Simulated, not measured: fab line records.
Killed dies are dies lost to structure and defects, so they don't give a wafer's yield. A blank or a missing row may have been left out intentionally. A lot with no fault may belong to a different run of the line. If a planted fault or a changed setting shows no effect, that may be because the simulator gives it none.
Which tool was responsible? ; flow nand-harc ; Sampling: 15 lots, 45 wafers, 2 of 1159 route steps

## WHAT EACH GAUGE READ, for each wafer
NHARC_A_SGD_CUT_INSPECT_25. Usual: raw-defect-count reads 303 (standard deviation 84).
lot;measured;on;raw-defect-count;flag
L669;day 14 07:13;defect-inspect-02;342 232 461;
L667;day 14 12:28;defect-inspect-02;281 467 279;
L670;day 15 03:55;defect-inspect-01;306 351 350;
L673;day 15 07:27;defect-inspect-01;280 323 368;
L672;day 15 07:28;defect-inspect-02;282 204 323;
L674;day 15 20:15;defect-inspect-01;293 348 400;
L677;day 16 09:30;defect-inspect-01;384 378 469;
L681;day 17 06:13;defect-inspect-01;268 292 361;
L679;day 17 18:41;defect-inspect-02;271 301 258;
L683;day 18 03:11;defect-inspect-02;228 470 211;
L680;day 18 03:11;defect-inspect-01;527 357 281;
L684;day 18 03:20;defect-inspect-01;258 188 228;
L688;day 18 20:49;defect-inspect-01;318 246 247;
L689;day 19 18:08;defect-inspect-01;345 256 281;
L690;day 20 05:05;defect-inspect-02;244 283 282;

## EACH LOT AND THE TOOL THAT RAN IT (in order: tool; ch and the chambers of the sampled wafers; start)
lot;NHARC_A_SGD_CUT_ETCHBACK_24
L669;rie-diel-04 ch 1,2, day 14 07:00
L667;rie-diel-04 ch 0,2, day 14 12:14
L670;rie-diel-06 ch 1,2,3, day 15 03:43
L673;rie-diel-04 ch 0,1,3, day 15 07:13
L672;rie-diel-06 ch 0,1,2, day 15 07:14
L674;rie-diel-04 ch 0,1, day 15 20:01
L677;rie-diel-06 ch 2,3, day 16 09:16
L681;rie-diel-05 ch 1,2, day 17 05:58
L679;rie-diel-05 ch 1,2, day 17 18:26
L683;rie-diel-06 ch 0,2,3, day 18 02:56
L680;rie-diel-04 ch 1,2,3, day 18 02:57
L684;rie-diel-05 ch 1,2, day 18 03:05
L688;rie-diel-06 ch 0,2,3, day 18 20:38
L689;rie-diel-05 ch 0,1,3, day 19 17:53
L690;rie-diel-04 ch 0,2,3, day 20 04:52
- NHARC_A_SGD_CUT_ETCHBACK_24: etches the open film in CH3F/O2, target depth 50 nm, time 92.857 s.

## WHAT THE TOOLS THEMSELVES READ (means of the sampled wafers that have a number; where no wafer has one, the mark that the record gives instead)
NHARC_A_SGD_CUT_ETCHBACK_24. Usual: drypump-motor-current-A 5.8 A, standard deviation 0.67; oes-product-au 0.97 a.u., standard deviation 0.036; rf-vpp-V 244.0 V, standard deviation 1.8; showerhead-plenum-p-Torr 2.44 Torr, standard deviation 0.12; throttle-valve-pct 20.663 %, standard deviation 0.0098.
lot;tool;drypump-motor-current-A (A);oes-product-au (a.u.);rf-vpp-V (V);showerhead-plenum-p-Torr (Torr);throttle-valve-pct (%);flag
L669;rie-diel-04;6.3;0.95;243.5;2.37;20.666;
L667;rie-diel-04;5.6;0.91;242.2;2.30;20.664;
L670;rie-diel-06;6.1;0.99;245.5;2.48;20.671;
L673;rie-diel-04;5.7;1.01;244.9;2.45;20.665;
L672;rie-diel-06;6.1;0.93;244.4;2.49;20.660;
L674;rie-diel-04;5.7;0.95;242.6;2.34;20.662;
L677;rie-diel-06;5.8;0.99;245.9;2.56;20.661;
L681;rie-diel-05;5.3;0.96;243.3;2.40;20.674;
L679;rie-diel-05;5.3;1.00;243.2;2.40;20.663;
L683;rie-diel-06;6.1;0.92;245.9;2.55;20.671;
L680;rie-diel-04;5.8;0.93;244.4;2.45;20.655;
L684;rie-diel-05;5.2;1.00;243.1;2.40;20.672;
L688;rie-diel-06;6.2;0.99;245.3;2.55;20.652;
L689;rie-diel-05;5.8;0.98;242.7;2.44;20.667;
L690;rie-diel-04;5.4;0.99;243.4;2.41;20.666;

## THE ANSWER, worked out from the rows above alone
Rule: lot off if the mean of its wafers having a number is beyond 3 standard deviations from the usual mean. A lot without any number at a reading at which 4 lots or more have one is off too. Any other lot the step has rows for is counted as sound. After the gauges, taken in route order, come the tools' own readings; for these a lot's mean is taken, as printed above. The first step at which some lot is off is used, and at that step the reading that is off furthest; a lot without a number counts as furthest.
Across all readings shown, no lot is off: no conclusion can be drawn from this.

## WHAT THE SIMULATOR HAD PUT IN
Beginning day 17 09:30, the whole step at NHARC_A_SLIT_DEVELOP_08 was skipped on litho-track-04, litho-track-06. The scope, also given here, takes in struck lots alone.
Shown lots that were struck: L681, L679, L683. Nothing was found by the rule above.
